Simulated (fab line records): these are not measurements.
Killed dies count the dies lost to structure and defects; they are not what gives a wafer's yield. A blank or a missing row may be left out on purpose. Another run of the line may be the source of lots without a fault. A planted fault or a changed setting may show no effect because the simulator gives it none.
What tool caused it?	flow n5 finfet	23 lots, 69 wafers sampled, at 6 steps of a route of 1938

== WHAT THE GAUGES READ, wafer by wafer ==
Not one reading of a measure or inspect step in the record can be checked against a usual standard deviation.

== WHICH TOOL RAN EACH LOT (tool, then ch and the chambers of the sampled wafers, then the start) ==
lot	N5_BEOL_M0_SAQP_HM_DEP_02	N5_BEOL_M0_SAQP_PECVD_96	N5_BEOL_M0_SAQP_PECVD_04	N5_BEOL_M0_SAQP_MANDREL2_REMOVE_110	N5_BEOL_M0_SAQP_CUT_ETCH_46	N5_BEOL_M0_SAQP_STRIP_75
L074	pvd sputter-02, day 5 13:36	pecvd-04 ch 0,1,2, day 5 13:45	pecvd-04 ch 0,1,2, day 5 13:50	rie si-06 ch 0,2, day 5 18:37	rie diel-01 ch 1,2, day 5 19:19	rie diel-06 ch 1,3, day 5 20:09
L075	pvd sputter-02, day 5 16:45	pecvd-02 ch 1,2, day 5 16:55	pecvd-02 ch 1,2, day 5 17:03	rie si-06 ch 2,3, day 5 21:53	rie diel-06 ch 0,2, day 5 22:38	rie diel-06 ch 1,2,3, day 5 23:27
L076	pvd sputter-03, day 6 00:25	pecvd-04 ch 0,2, day 6 00:34	pecvd-04 ch 0,2, day 6 00:39	rie si-05 ch 0,2,3, day 6 06:14	rie diel-06 ch 0,1, day 6 06:59	rie diel-01 ch 1,3, day 6 07:49
L077	pvd sputter-03, day 6 01:27	pecvd-04 ch 0,1, day 6 01:36	pecvd-04 ch 0,1, day 6 01:41	rie si-02 ch 0,2,3, day 6 06:50	rie diel-06 ch 1,2, day 6 07:28	rie diel-06 ch 1,2,3, day 6 08:17
L078	pvd sputter-03, day 6 11:45	pecvd-04 ch 0,2, day 6 11:54	pecvd-04 ch 0,2, day 6 11:59	rie si-05 ch 0,1,3, day 6 16:04	rie diel-04 ch 0,2, day 6 16:49	rie diel-04 ch 0,3, day 6 17:38
L079	pvd sputter-03, day 6 18:14	pecvd-03 ch 0,1, day 6 18:23	pecvd-03 ch 0,1, day 6 18:28	rie si-06 ch 0,2,3, day 6 22:17	rie diel-04 ch 1,2, day 6 22:58	rie diel-06 ch 1,3, day 6 23:48
L081	pvd sputter-03, day 7 04:46	pecvd-02 ch 0,1,2, day 7 04:55	pecvd-02 ch 0,1,2, day 7 05:00	rie si-05 ch 0,2, day 7 12:14	rie diel-06 ch 1,3, day 7 13:32	rie diel-04 ch 1,2, day 7 14:22
L082	pvd sputter-01, day 7 09:11	pecvd-02 ch 1,2, day 7 09:21	pecvd-02 ch 1,2, day 7 09:26	rie si-06 ch 0,3, day 7 15:20	rie diel-06 ch 0,1,2, day 7 16:13	rie diel-04 ch 1,3, day 7 17:08
L083	pvd sputter-02, day 7 16:31	pecvd-04 ch 0,1,2, day 7 16:40	pecvd-04 ch 0,1,2, day 7 16:45	rie si-06 ch 0,2,3, day 7 23:02	rie diel-06 ch 0,3, day 8 00:45	rie diel-06 ch 1,3, day 8 01:58
L084	pvd sputter-01, day 8 03:27	pecvd-04 ch 0,1, day 8 03:36	pecvd-04 ch 0,1, day 8 03:41	rie si-06 ch 0,1,2, day 8 08:01	rie diel-06 ch 0,2,3, day 8 08:46	rie diel-01 ch 0,1,3, day 8 09:51
L085	pvd sputter-02, day 8 08:47	pecvd-02 ch 0,1,2, day 8 08:56	pecvd-02 ch 0,1,2, day 8 09:01	rie si-06 ch 1,2,3, day 8 15:05	rie diel-04 ch 0,2, day 8 15:43	rie diel-06 ch 0,1, day 8 17:04
L086	pvd sputter-01, day 8 18:14	pecvd-02 ch 0,1,2, day 8 18:23	pecvd-02 ch 0,1,2, day 8 18:29	rie si-02 ch 0,2,3, day 8 22:42	rie diel-01 ch 1,2,3, day 8 23:20	rie diel-01 ch 1,2, day 9 00:10
L087	pvd sputter-02, day 9 00:58	pecvd-02 ch 0,1,2, day 9 01:07	pecvd-02 ch 0,1,2, day 9 01:11	rie si-05 ch 2,3, day 9 05:11	rie diel-06 ch 1,2,3, day 9 05:56	rie diel-04 ch 1,2,3, day 9 07:25
L088	pvd sputter-02, day 9 04:19	pecvd-04 ch 0,1, day 9 04:29	pecvd-04 ch 0,1, day 9 04:37	rie si-02 ch 0,3, day 9 09:28	rie diel-01 ch 0,1, day 9 10:18	rie diel-01 ch 0,2,3, day 9 11:13
L089	pvd sputter-02, day 9 12:23	pecvd-03 ch 0,1,2, day 9 12:33	pecvd-03 ch 0,1,2, day 9 12:38	rie si-05 ch 1,2,3, day 9 16:33	rie diel-01 ch 0,1, day 9 17:19	rie diel-04 ch 0,1,2, day 9 18:08
L090	pvd sputter-03, day 9 15:43	pecvd-03 ch 0,2, day 9 15:52	pecvd-03 ch 0,2, day 9 15:58	rie si-05 ch 0,1,3, day 9 21:23	rie diel-01 ch 0,1,3, day 9 22:01	rie diel-04 ch 2,3, day 9 22:54
L091	pvd sputter-01, day 9 19:17	pecvd-02 ch 1,2, day 9 19:26	pecvd-02 ch 1,2, day 9 19:31	rie si-02 ch 0,1,3, day 10 00:11	rie diel-06 ch 2,3, day 10 00:49	rie diel-06 ch 0,1,2, day 10 01:55
L092	pvd sputter-01, day 10 08:10	pecvd-03 ch 0,2, day 10 08:19	pecvd-03 ch 0,2, day 10 08:23	rie si-06 ch 0,1,3, day 10 12:47	rie diel-06 ch 0,3, day 10 13:32	rie diel-04 ch 0,1, day 10 15:00
L093	pvd sputter-01, day 10 09:44	pecvd-03 ch 0,2, day 10 09:53	pecvd-03 ch 0,2, day 10 09:58	rie si-05 ch 0,2,3, day 10 13:53	rie diel-04 ch 0,2,3, day 10 14:38	rie diel-01 ch 2,3, day 10 15:31
L094	pvd sputter-02, day 10 15:58	pecvd-03 ch 0,1, day 10 16:07	pecvd-03 ch 0,1, day 10 16:12	rie si-06 ch 1,2, day 10 21:17	rie diel-04 ch 0,1, day 10 21:54	rie diel-01 ch 0,3, day 10 22:44
L095	pvd sputter-02, day 11 03:54	pecvd-04 ch 0,1,2, day 11 04:03	pecvd-04 ch 0,1,2, day 11 04:08	rie si-05 ch 0,1,2, day 11 08:32	rie diel-04 ch 0,1,2, day 11 09:10	rie diel-01 ch 0,3, day 11 09:59
L096	pvd sputter-03, day 11 07:36	pecvd-03 ch 0,1,2, day 11 07:45	pecvd-03 ch 0,1,2, day 11 07:50	rie si-05 ch 0,2,3, day 11 11:56	rie diel-06 ch 0,2, day 11 12:34	rie diel-04 ch 0,2, day 11 13:23
L097	pvd sputter-01, day 11 13:31	pecvd-04 ch 1,2, day 11 13:40	pecvd-04 ch 1,2, day 11 13:44	rie si-06 ch 0,1,3, day 11 17:29	rie diel-01 ch 0,3, day 11 18:07	rie diel-06 ch 0,2, day 11 18:58
- N5_BEOL_M0_SAQP_HM_DEP_02: deposits TiN, target thk 12 nm.
- N5_BEOL_M0_SAQP_PECVD_96: deposits a-Si from SiH4/He, target thk 45 nm, time 45.2 s.
- N5_BEOL_M0_SAQP_PECVD_04: deposits a-Si from SiH4/He, target thk 60 nm, time 60.2 s.
- N5_BEOL_M0_SAQP_MANDREL2_REMOVE_110: chemistry HBr/Cl2/O2, target a-Si, stops on SiCN, bt time 10 s.
- N5_BEOL_M0_SAQP_CUT_ETCH_46: etches SOC in N2/H2, target depth 135 nm, overetch 27 nm, time 202.5 s.
- N5_BEOL_M0_SAQP_STRIP_75: strips in CF4.

== AS READ BY THE TOOLS THEMSELVES (means over the sampled wafers that have a number; for cases with no such wafer, the mark the record gives instead) ==
N5_BEOL_M0_SAQP_HM_DEP_02. Usual: throttle valve pct at 29.9 %, with a standard deviation of 1.2.
lot	tool	throttle valve pct (%)	flag
L074	pvd sputter-02	30.4	
L075	pvd sputter-02	31.1	
L076	pvd sputter-03	30.9	
L077	pvd sputter-03	30.0	
L078	pvd sputter-03	29.7	
L079	pvd sputter-03	29.7	
L081	pvd sputter-03	29.4	
L082	pvd sputter-01	28.8	
L083	pvd sputter-02	29.7	
L084	pvd sputter-01	29.7	
L085	pvd sputter-02	29.7	
L086	pvd sputter-01	30.7	
L087	pvd sputter-02	29.4	
L088	pvd sputter-02	31.1	
L089	pvd sputter-02	30.2	
L090	pvd sputter-03	29.5	
L091	pvd sputter-01	30.3	
L092	pvd sputter-01	29.2	
L093	pvd sputter-01	30.4	
L094	pvd sputter-02	30.6	
L095	pvd sputter-02	30.6	
L096	pvd sputter-03	29.4	
L097	pvd sputter-01	30.5	

N5_BEOL_M0_SAQP_PECVD_96. Usual: heater power w 592 W, standard deviation 54; showerhead plenum p Torr 5.68 Torr, standard deviation 0.051; throttle valve pct 18.1 %, standard deviation 1.
lot	tool	heater power w (W)	showerhead plenum p Torr (Torr)	throttle valve pct (%)	flag
L074	pecvd-04	627	5.68	17.9	
L075	pecvd-02	540	5.61	18.3	
L076	pecvd-04	583	5.67	17.2	
L077	pecvd-04	611	5.68	17.5	
L078	pecvd-04	654	5.67	17.1	
L079	pecvd-03	611	5.73	17.9	
L081	pecvd-02	578	5.65	18.4	
L082	pecvd-02	541	5.62	18.1	
L083	pecvd-04	622	5.68	17.7	
L084	pecvd-04	644	5.67	17.5	
L085	pecvd-02	572	5.66	18.5	
L086	pecvd-02	557	5.66	18.4	
L087	pecvd-02	595	5.65	18.3	
L088	pecvd-04	623	5.70	18.4	
L089	pecvd-03	603	5.71	18.2	
L090	pecvd-03	637	5.72	19.1	
L091	pecvd-02	564	5.61	18.2	
L092	pecvd-03	600	5.67	18.4	
L093	pecvd-03	603	5.66	18.5	
L094	pecvd-03	561	5.75	19.1	
L095	pecvd-04	611	5.68	17.7	
L096	pecvd-03	606	5.70	18.3	
L097	pecvd-04	576	5.70	18.4	

N5_BEOL_M0_SAQP_PECVD_04. Usual: heater power w 578 W, standard deviation 49; showerhead plenum p Torr 5.68 Torr, standard deviation 0.05; throttle valve pct 18.1 %, standard deviation 0.99.
lot	tool	heater power w (W)	showerhead plenum p Torr (Torr)	throttle valve pct (%)	flag
L074	pecvd-04	571	5.68	17.9	
L075	pecvd-02	515	5.62	17.9	
L076	pecvd-04	582	5.66	17.2	
L077	pecvd-04	619	5.68	17.5	
L078	pecvd-04	652	5.66	17.0	
L079	pecvd-03	569	5.74	17.8	
L081	pecvd-02	569	5.65	18.3	
L082	pecvd-02	568	5.62	18.3	
L083	pecvd-04	614	5.68	17.8	
L084	pecvd-04	584	5.68	17.6	
L085	pecvd-02	575	5.66	18.3	
L086	pecvd-02	572	5.65	18.6	
L087	pecvd-02	596	5.66	18.4	
L088	pecvd-04	565	5.69	18.4	
L089	pecvd-03	571	5.71	18.2	
L090	pecvd-03	587	5.71	19.1	
L091	pecvd-02	551	5.62	18.2	
L092	pecvd-03	584	5.66	18.4	
L093	pecvd-03	572	5.67	18.4	
L094	pecvd-03	630	5.75	19.1	
L095	pecvd-04	570	5.68	17.6	
L096	pecvd-03	575	5.71	18.2	
L097	pecvd-04	544	5.70	18.3	

N5_BEOL_M0_SAQP_MANDREL2_REMOVE_110. Usual: bias w 29.99 W, standard deviation 0.091; drypump motor current A 5.9 A, standard deviation 0.3; he backside leak sccm 2.7 sccm, standard deviation 0.33; oes product au 1.012 a.u., standard deviation 0.014; throttle valve pct 36.7 %, standard deviation 0.34.
lot	tool	bias w (W)	drypump motor current A (A)	he backside leak sccm (sccm)	oes product au (a.u.)	throttle valve pct (%)	flag
L074	rie si-06	29.93	5.8	2.4	1.012	36.4	
L075	rie si-06	30.04	5.7	2.6	0.999	36.5	
L076	rie si-05	29.94	6.0	2.8	1.017	36.8	
L077	rie si-02	30.08	5.8	2.7	0.992	36.6	
L078	rie si-05	29.91	5.8	2.8	1.009	36.9	
L079	rie si-06	29.95	5.9	2.5	1.010	36.4	
L081	rie si-05	29.92	5.9	2.7	1.022	36.5	
L082	rie si-06	29.98	6.1	2.5	1.017	36.3	
L083	rie si-06	30.03	5.9	2.5	1.003	36.4	
L084	rie si-06	30.04	5.8	2.5	1.013	36.5	
L085	rie si-06	30.03	5.9	2.6	1.009	36.6	
L086	rie si-02	30.02	5.7	2.6	1.003	36.6	
L087	rie si-05	29.86	6.0	3.1	1.029	36.8	
L088	rie si-02	29.97	5.3	2.8	1.011	36.8	
L089	rie si-05	30.07	5.8	3.1	1.013	37.0	
L090	rie si-05	30.05	5.8	2.8	1.013	36.9	
L091	rie si-02	30.06	5.5	2.7	1.003	36.7	
L092	rie si-06	30.10	6.1	2.5	1.017	36.5	
L093	rie si-05	30.02	5.9	2.8	1.018	36.8	
L094	rie si-06	30.01	5.6	2.5	1.008	36.6	
L095	rie si-05	30.02	5.7	2.8	1.015	36.7	
L096	rie si-05	29.99	6.0	2.7	1.015	36.8	
L097	rie si-06	29.90	6.1	2.5	1.023	36.4	

N5_BEOL_M0_SAQP_CUT_ETCH_46. Usual: bias w 150.0 W, standard deviation 0.41; drypump motor current A 5.7 A, standard deviation 0.48; rf vpp V 524 V, standard deviation 3.3; showerhead plenum p Torr 2.55 Torr, standard deviation 0.11; throttle valve pct 17.90 %, standard deviation 0.22.
lot	tool	bias w (W)	drypump motor current A (A)	rf vpp V (V)	showerhead plenum p Torr (Torr)	throttle valve pct (%)	flag
L074	rie diel-01	150.3	5.9	525	2.58	17.94	
L075	rie diel-06	150.0	5.1	522	2.48	17.98	
L076	rie diel-06	150.0	5.6	524	2.55	17.90	
L077	rie diel-06	150.2	5.3	519	2.39	17.86	
L078	rie diel-04	150.3	5.7	525	2.59	17.57	
L079	rie diel-04	150.4	5.7	526	2.59	17.79	
L081	rie diel-06	149.7	5.9	521	2.46	17.87	
L082	rie diel-06	150.3	5.3	524	2.57	17.79	
L083	rie diel-06	150.3	6.0	525	2.54	17.94	
L084	rie diel-06	150.3	5.5	526	2.61	17.83	
L085	rie diel-04	150.0	5.5	526	2.60	17.69	
L086	rie diel-01	150.2	5.8	524	2.57	17.89	
L087	rie diel-06	149.9	5.5	524	2.53	17.79	
L088	rie diel-01	149.6	6.3	522	2.45	18.07	
L089	rie diel-01	150.3	6.3	522	2.49	18.05	
L090	rie diel-01	149.9	6.2	521	2.48	17.99	
L091	rie diel-06	150.2	5.3	526	2.64	17.72	
L092	rie diel-06	150.2	6.0	524	2.53	17.97	
L093	rie diel-04	149.9	5.7	526	2.59	17.75	
L094	rie diel-04	149.6	5.3	526	2.62	18.04	
L095	rie diel-04	149.8	5.5	526	2.60	17.95	
L096	rie diel-06	150.0	5.1	528	2.67	17.77	
L097	rie diel-01	150.5	6.1	521	2.44	18.04	

N5_BEOL_M0_SAQP_STRIP_75. Usual: cf4 flow sccm 150.0 sccm, standard deviation 0.49; drypump motor current A 5.7 A, standard deviation 0.44; oes product au 0.173 a.u., standard deviation 0.014; rf vpp V 271.3 V, standard deviation 1.6; showerhead plenum p Torr 1.81 Torr, standard deviation 0.062; throttle valve pct 13.72 %, standard deviation 0.19.
lot	tool	cf4 flow sccm (sccm)	drypump motor current A (A)	oes product au (a.u.)	rf vpp V (V)	showerhead plenum p Torr (Torr)	throttle valve pct (%)	flag
L074	rie diel-06	149.3	5.9	0.175	269.9	1.74	13.61	
L075	rie diel-06	150.1	5.5	0.167	269.8	1.72	13.68	
L076	rie diel-01	150.6	6.1	0.168	271.2	1.79	13.68	
L077	rie diel-06	150.2	5.5	0.171	268.8	1.72	13.69	
L078	rie diel-04	150.2	5.8	0.169	272.1	1.86	13.70	
L079	rie diel-06	149.9	5.7	0.176	268.2	1.71	13.54	
L081	rie diel-04	150.2	5.6	0.178	272.1	1.84	13.80	
L082	rie diel-04	150.4	5.8	0.162	272.6	1.85	13.85	
L083	rie diel-06	149.8	5.9	0.170	270.2	1.73	13.66	
L084	rie diel-01	150.1	6.2	0.167	270.1	1.77	13.80	
L085	rie diel-06	150.2	5.6	0.173	271.6	1.78	13.70	
L086	rie diel-01	149.6	5.9	0.176	271.6	1.83	13.78	
L087	rie diel-04	149.8	5.8	0.172	272.2	1.84	13.76	
L088	rie diel-01	149.5	5.7	0.167	270.0	1.80	13.79	
L089	rie diel-04	149.9	5.6	0.180	271.8	1.83	13.71	
L090	rie diel-04	150.2	5.9	0.182	271.7	1.84	13.58	
L091	rie diel-06	150.0	5.3	0.181	270.9	1.81	13.58	
L092	rie diel-04	149.9	5.4	0.166	271.6	1.83	13.92	
L093	rie diel-01	149.8	5.4	0.169	271.7	1.84	13.72	
L094	rie diel-01	150.1	6.1	0.163	270.2	1.74	13.90	
L095	rie diel-01	149.6	6.0	0.162	270.3	1.76	13.79	
L096	rie diel-04	150.4	5.5	0.176	272.0	1.84	13.61	
L097	rie diel-06	149.7	5.3	0.177	272.0	1.86	13.73	

== THE ANSWER, worked out from the rows above alone ==
Rule: a lot is off if the mean of its wafers that have a number lies more than 3 standard deviations from the usual mean. Also off: a lot with no number at a reading for which 4 or more lots have one. All remaining lots with rows at the step are treated as sound. After the gauges, taken in route order, come the tools' own readings; for these a lot's mean is taken, as printed above. At the first step where some lot is off, the reading lying furthest off is the one used; lots without a number count as furthest.
Across all readings shown, no lot is off: no conclusion can be drawn from this.

== WHAT THE SIMULATOR PUT IN ==
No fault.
